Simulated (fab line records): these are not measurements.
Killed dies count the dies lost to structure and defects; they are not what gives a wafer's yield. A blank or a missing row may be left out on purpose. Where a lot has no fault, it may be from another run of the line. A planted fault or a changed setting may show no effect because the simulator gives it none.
A single fault, viewed from 3 desks || flow n5_finfet || only its own numbers are on each desk; what lay behind them is given at the end

== DESK OF THE TOOL OWNER: litho_track-01 ==
The tool's own readings at N5_BEOL_M12_COAT_65 (time 60 s, resist thk 300 nm): means of the sampled wafers that have a number, for each lot that ran on this tool. Any lot whose mean is over 4 standard deviations away from the usual mean is out of limits and marked OUT; that distance is given in the brackets.
Columns: A = resist_line_temp_C at N5_BEOL_M12_COAT_65, usual 23.00 C; B = spin_speed_rpm at N5_BEOL_M12_COAT_65, usual 1499.9 rpm
{"lot": "L111", "first seen here": "day 11 00:10", "A": 22.81, "B": 1500.4}
{"lot": "L110", "first seen here": "day 11 09:02", "A": 23.03, "B": "1270.0 (-99 or more) OUT"}
{"lot": "L113", "first seen here": "day 11 15:01", "A": 22.93, "B": "1267.0 (-99 or more) OUT"}
This desk's finding: out of limits on L110, L113; first on L110, day 11 09:02 (spin_speed_rpm at N5_BEOL_M12_COAT_65). In limits: L111.

== THE DEFECT DESK ==
Counts from the inspections along the route, per lot, as means over the sampled wafers that have a number. Any lot whose mean is over 4 standard deviations away from the usual mean is out of limits and marked OUT; that distance is given in the brackets.
Columns: A = raw_defect_count at N5_BEOL_M12_INSPECT_12, usual 2.2
{"lot": "L111", "first seen here": "day 10 23:25", "A": 1.7}
{"lot": "L110", "first seen here": "day 11 08:28", "A": 2.3}
{"lot": "L113", "first seen here": "day 11 14:27", "A": 2.3}
{"lot": "L116", "first seen here": "day 12 21:50", "A": 2.3}
{"lot": "L121", "first seen here": "day 13 10:01", "A": 2.0}
{"lot": "L129", "first seen here": "day 16 06:07", "A": 2.3}
This desk found nothing out of limits on any of the 6 lots.

== METROLOGY DESK ==
Means of the sampled wafers that have a number, per lot and without regard to the tool the lot ran on: this is what the gauges read. Any lot whose mean is over 4 standard deviations away from the usual mean is out of limits and marked OUT; that distance is given in the brackets.
Columns: A = cd_nm at N5_BEOL_M12_CD_MEAS_10, usual 139.3 nm; B = V11_OVL at N5_BEOL_M12_OVL_MEAS_11, usual -2 nm; C = cd_nm at N5_BEOL_M12_CD_MEAS_17, usual 139.5 nm
{"lot": "L111", "first seen here": "day 10 23:22", "A": 141.4, "B": -2, "C": 143.4}
{"lot": "L110", "first seen here": "day 11 08:25", "A": 138.0, "B": -4, "C": 139.3}
{"lot": "L113", "first seen here": "day 11 14:24", "A": 139.0, "B": 3, "C": 140.4}
{"lot": "L116", "first seen here": "day 12 21:46", "A": 139.2, "B": -8, "C": 139.3}
{"lot": "L121", "first seen here": "day 13 09:57", "A": 141.3, "B": 4, "C": 141.3}
{"lot": "L129", "first seen here": "day 16 06:04", "A": 140.5, "B": -2, "C": 141.0}
This desk found nothing out of limits on any of the 6 lots.

== ALL TOGETHER ==
The tool owner's desk had the chance to raise an alarm at day 11 09:02 on L110, L113.
Nothing the defect desk looked at was out of limits.
At the metrology desk, nothing out of limits was observed.
The defect desk has L110, L113 on record, within its limits.
The metrology desk holds a record of L110, L113, inside its limits.
Every lot named ran N5_BEOL_M12_COAT_65 on litho_track-01.

== WHAT WAS PUT IN BY THE SIMULATOR ==
Process parameter drift: litho_track-01, from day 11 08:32 on, at N5_BEOL_M12_COAT_65. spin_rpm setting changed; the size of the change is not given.
Lots struck among those shown: L110, L113.
Time in hours from fault onset to the first out-of-limits reading at each desk: the tool owner's desk, 0.
